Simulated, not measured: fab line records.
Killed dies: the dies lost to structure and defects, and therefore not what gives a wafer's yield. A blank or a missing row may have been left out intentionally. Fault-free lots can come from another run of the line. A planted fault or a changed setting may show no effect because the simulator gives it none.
Matching of chambers || flow n5-finfet || 4 sister chambers for N5_BEOL_M14_DESCUM_15 on rie-diel-04
The step chemistry O2, time 7.9 s. 22 wafers are shown with their chamber, then 11 later ones without.

WAFERS PAIRED WITH THEIR CHAMBERS
{"wafer": "L077.1", "chamber": 3, "drypump-motor-current-A (A)": 5.6, "showerhead-plenum-p-Torr (Torr)": 2.13, "throttle-valve-pct (%)": 20.12}
{"wafer": "L077.2", "chamber": 0, "drypump-motor-current-A (A)": 5.1, "showerhead-plenum-p-Torr (Torr)": 2.04, "throttle-valve-pct (%)": 20.37}
{"wafer": "L077.3", "chamber": 1, "drypump-motor-current-A (A)": 6.3, "showerhead-plenum-p-Torr (Torr)": 2.13, "throttle-valve-pct (%)": 20.50}
{"wafer": "L077.4", "chamber": 2, "drypump-motor-current-A (A)": 5.7, "showerhead-plenum-p-Torr (Torr)": 2.06, "throttle-valve-pct (%)": 20.23}
{"wafer": "L077.5", "chamber": 0, "drypump-motor-current-A (A)": 5.1, "showerhead-plenum-p-Torr (Torr)": 2.04, "throttle-valve-pct (%)": 20.36}
{"wafer": "L077.6", "chamber": 3, "drypump-motor-current-A (A)": 5.6, "showerhead-plenum-p-Torr (Torr)": 2.13, "throttle-valve-pct (%)": 20.13}
{"wafer": "L080.2", "chamber": 1, "drypump-motor-current-A (A)": 6.3, "showerhead-plenum-p-Torr (Torr)": 2.13, "throttle-valve-pct (%)": 20.52}
{"wafer": "L080.4", "chamber": 3, "drypump-motor-current-A (A)": 5.6, "showerhead-plenum-p-Torr (Torr)": 2.12, "throttle-valve-pct (%)": 20.14}
{"wafer": "L080.5", "chamber": 2, "drypump-motor-current-A (A)": 5.7, "showerhead-plenum-p-Torr (Torr)": 2.06, "throttle-valve-pct (%)": 20.26}
{"wafer": "L085.2", "chamber": 2, "drypump-motor-current-A (A)": 5.7, "showerhead-plenum-p-Torr (Torr)": 2.06, "throttle-valve-pct (%)": 20.26}
{"wafer": "L085.3", "chamber": 1, "drypump-motor-current-A (A)": 6.3, "showerhead-plenum-p-Torr (Torr)": 2.13, "throttle-valve-pct (%)": 20.54}
{"wafer": "L085.6", "chamber": 0, "drypump-motor-current-A (A)": 5.1, "showerhead-plenum-p-Torr (Torr)": 2.04, "throttle-valve-pct (%)": 20.37}
{"wafer": "L089.1", "chamber": 3, "drypump-motor-current-A (A)": 5.7, "showerhead-plenum-p-Torr (Torr)": 2.12, "throttle-valve-pct (%)": 20.16}
{"wafer": "L089.2", "chamber": 0, "drypump-motor-current-A (A)": 5.1, "showerhead-plenum-p-Torr (Torr)": 2.04, "throttle-valve-pct (%)": 20.38}
{"wafer": "L089.5", "chamber": 3, "drypump-motor-current-A (A)": 5.7, "showerhead-plenum-p-Torr (Torr)": 2.12, "throttle-valve-pct (%)": 20.15}
{"wafer": "L091.1", "chamber": 2, "drypump-motor-current-A (A)": 5.7, "showerhead-plenum-p-Torr (Torr)": 2.05, "throttle-valve-pct (%)": 20.28}
{"wafer": "L091.2", "chamber": 3, "drypump-motor-current-A (A)": 5.6, "showerhead-plenum-p-Torr (Torr)": 2.12, "throttle-valve-pct (%)": 20.16}
{"wafer": "L091.3", "chamber": 1, "drypump-motor-current-A (A)": 6.3, "showerhead-plenum-p-Torr (Torr)": 2.12, "throttle-valve-pct (%)": 20.55}
{"wafer": "L091.4", "chamber": 0, "drypump-motor-current-A (A)": 5.1, "showerhead-plenum-p-Torr (Torr)": 2.04, "throttle-valve-pct (%)": 20.40}
{"wafer": "L091.5", "chamber": 2, "drypump-motor-current-A (A)": 5.7, "showerhead-plenum-p-Torr (Torr)": 2.05, "throttle-valve-pct (%)": 20.28}
{"wafer": "L091.6", "chamber": 3, "drypump-motor-current-A (A)": 5.7, "showerhead-plenum-p-Torr (Torr)": 2.12, "throttle-valve-pct (%)": 20.15}
{"wafer": "L087.1", "chamber": 3, "drypump-motor-current-A (A)": 5.6, "showerhead-plenum-p-Torr (Torr)": 2.12, "throttle-valve-pct (%)": 20.15}

SIGNATURES (means of the wafers above)
{"reading": "drypump-motor-current-A", "chamber 0": 5.100, "chamber 1": 6.300, "chamber 2": 5.700, "chamber 3": 5.638, "scatter within a chamber": 0.0323}
{"reading": "showerhead-plenum-p-Torr", "chamber 0": 2.0400, "chamber 1": 2.1275, "chamber 2": 2.0560, "chamber 3": 2.1225, "scatter within a chamber": 0.00438}
{"reading": "throttle-valve-pct", "chamber 0": 20.3760, "chamber 1": 20.5275, "chamber 2": 20.2620, "chamber 3": 20.1450, "scatter within a chamber": 0.0174}
Rule: for each reading, subtract the chamber's mean from the wafer's reading, divide by that reading's scatter and square the result; add these up over the readings and take the root, which gives the wafer's distance from the chamber. The wafer belongs to the nearest chamber; if the next one is less than 2 further off, it can't be placed. The scatter: the root of (the sum of the squares of (reading less its chamber's mean) over the shown wafers, divided by (wafers less chambers)).

WAFERS MISSING THEIR CHAMBER
{"wafer": "L087.2", "drypump-motor-current-A (A)": 5.1, "showerhead-plenum-p-Torr (Torr)": 2.04, "throttle-valve-pct (%)": 20.39}
{"wafer": "L087.3", "drypump-motor-current-A (A)": 6.3, "showerhead-plenum-p-Torr (Torr)": 2.12, "throttle-valve-pct (%)": 20.54}
{"wafer": "L087.4", "drypump-motor-current-A (A)": 5.7, "showerhead-plenum-p-Torr (Torr)": 2.05, "throttle-valve-pct (%)": 20.27}
{"wafer": "L087.5", "drypump-motor-current-A (A)": 5.1, "showerhead-plenum-p-Torr (Torr)": 2.04, "throttle-valve-pct (%)": 20.39}
{"wafer": "L087.6", "drypump-motor-current-A (A)": 5.6, "showerhead-plenum-p-Torr (Torr)": 2.12, "throttle-valve-pct (%)": 20.16}
{"wafer": "L090.2", "drypump-motor-current-A (A)": 5.1, "showerhead-plenum-p-Torr (Torr)": 2.04, "throttle-valve-pct (%)": 20.40}
{"wafer": "L090.3", "drypump-motor-current-A (A)": 5.6, "showerhead-plenum-p-Torr (Torr)": 2.12, "throttle-valve-pct (%)": 20.16}
{"wafer": "L090.6", "drypump-motor-current-A (A)": 5.1, "showerhead-plenum-p-Torr (Torr)": 2.04, "throttle-valve-pct (%)": 20.39}
{"wafer": "L088.1", "drypump-motor-current-A (A)": 5.1, "showerhead-plenum-p-Torr (Torr)": 2.03, "throttle-valve-pct (%)": 20.39}
{"wafer": "L088.5", "drypump-motor-current-A (A)": 5.7, "showerhead-plenum-p-Torr (Torr)": 2.05, "throttle-valve-pct (%)": 20.28}
{"wafer": "L088.6", "drypump-motor-current-A (A)": 6.3, "showerhead-plenum-p-Torr (Torr)": 2.12, "throttle-valve-pct (%)": 20.54}

WHICH CHAMBER EACH ONE RAN IN
{"wafer": "L087.2", "from the rows above": 0, "in truth": 0}
{"wafer": "L087.3", "from the rows above": 1, "in truth": 1}
{"wafer": "L087.4", "from the rows above": 2, "in truth": 2}
{"wafer": "L087.5", "from the rows above": 0, "in truth": 0}
{"wafer": "L087.6", "from the rows above": 3, "in truth": 3}
{"wafer": "L090.2", "from the rows above": 0, "in truth": 0}
{"wafer": "L090.3", "from the rows above": 3, "in truth": 3}
{"wafer": "L090.6", "from the rows above": 0, "in truth": 0}
{"wafer": "L088.1", "from the rows above": 0, "in truth": 0}
{"wafer": "L088.5", "from the rows above": 2, "in truth": 2}
{"wafer": "L088.6", "from the rows above": 1, "in truth": 1}
Correct placement for 11 of the 11. From these rows, 0 cannot be placed. Number placed wrongly: 0.
